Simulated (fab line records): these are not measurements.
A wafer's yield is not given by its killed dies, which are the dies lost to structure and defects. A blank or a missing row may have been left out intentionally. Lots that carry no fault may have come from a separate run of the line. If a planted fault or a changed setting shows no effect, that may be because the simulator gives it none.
Which tool did it? / flow nand_harc / Sampling: 7 lots, 21 wafers, 2 of 1302 route steps

== WHAT EACH GAUGE READ, for each wafer ==
NHARC_A_ONON_D1_THK_MEAS_24: measures by ellipsometry.
lot=L568; measured=day 8 21:20; on=film_metro-02; thk_nm (nm)=1001 1001 1002
lot=L577; measured=day 12 14:07; on=film_metro-02; thk_nm (nm)=932 933 930 932 933 931
lot=L579; measured=day 12 21:57; on=film_metro-01; thk_nm (nm)=983 986 985
lot=L581; measured=day 14 14:28; on=film_metro-01; thk_nm (nm)=1008 1007 1008
lot=L585; measured=day 15 17:07; on=film_metro-02; thk_nm (nm)=993 994 995
lot=L587; measured=day 16 08:50; on=film_metro-01; thk_nm (nm)=998 996 997
lot=L590; measured=day 18 02:14; on=film_metro-02; thk_nm (nm)=1002 1003 1003

== WHAT TOOL EACH LOT RAN ON (gives the tool, then ch and the chambers of the sampled wafers, and finally the start) ==
lot=L568; NHARC_A_ONON_D1_DEP_22=pecvd_onon-04 ch 0, day 8 20:53
lot=L577; NHARC_A_ONON_D1_DEP_22=pecvd_onon-02 ch 0, day 12 13:36
lot=L579; NHARC_A_ONON_D1_DEP_22=pecvd_onon-04 ch 0, day 12 21:26
lot=L581; NHARC_A_ONON_D1_DEP_22=pecvd_onon-04 ch 0, day 14 13:58
lot=L585; NHARC_A_ONON_D1_DEP_22=pecvd_onon-01 ch 0, day 15 16:46
lot=L587; NHARC_A_ONON_D1_DEP_22=pecvd_onon-04 ch 0, day 16 08:20
lot=L590; NHARC_A_ONON_D1_DEP_22=pecvd_onon-01 ch 0, day 18 01:44
- NHARC_A_ONON_D1_DEP_22: target thk 1000 nm.

== THE ANSWER, worked out from the rows above alone ==
Rule: usual is defined by the lots themselves. The widest of any qualifying gaps counts: lots, ordered by their means at a reading, are off when they make up no more than a third of the lots, leave a main group of 4 or more, and stand apart from it by 3 or more times the standard deviation of that group's means. A main group whose means are all the same, to the digits that the tables above print for the reading, isn't used. Also off: a lot with no number at a reading for which 4 or more lots have one. The other lots that the step has rows for count as sound.
Off, at NHARC_A_ONON_D1_THK_MEAS_24 on thk_nm: L577. Main group: mean 998 nm, sd 7.3.
If a tool, at a process step before that reading, ran all the lots that are off and no sound lot after the first of them, it fits. Those tools and the gauges at NHARC_A_ONON_D1_THK_MEAS_24 are tried in the same way. One fits: pecvd_onon-02 at NHARC_A_ONON_D1_DEP_22. It ran no sound lot before its first lot that is off in this sample, so the start can't be narrowed down.

== WHAT HAD BEEN PUT IN BY THE SIMULATOR ==
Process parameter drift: pecvd_onon-02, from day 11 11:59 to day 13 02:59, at NHARC_A_ONON_D1_DEP_22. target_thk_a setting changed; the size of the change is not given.
Struck lots among those shown: L577. The same result came from the rule above.
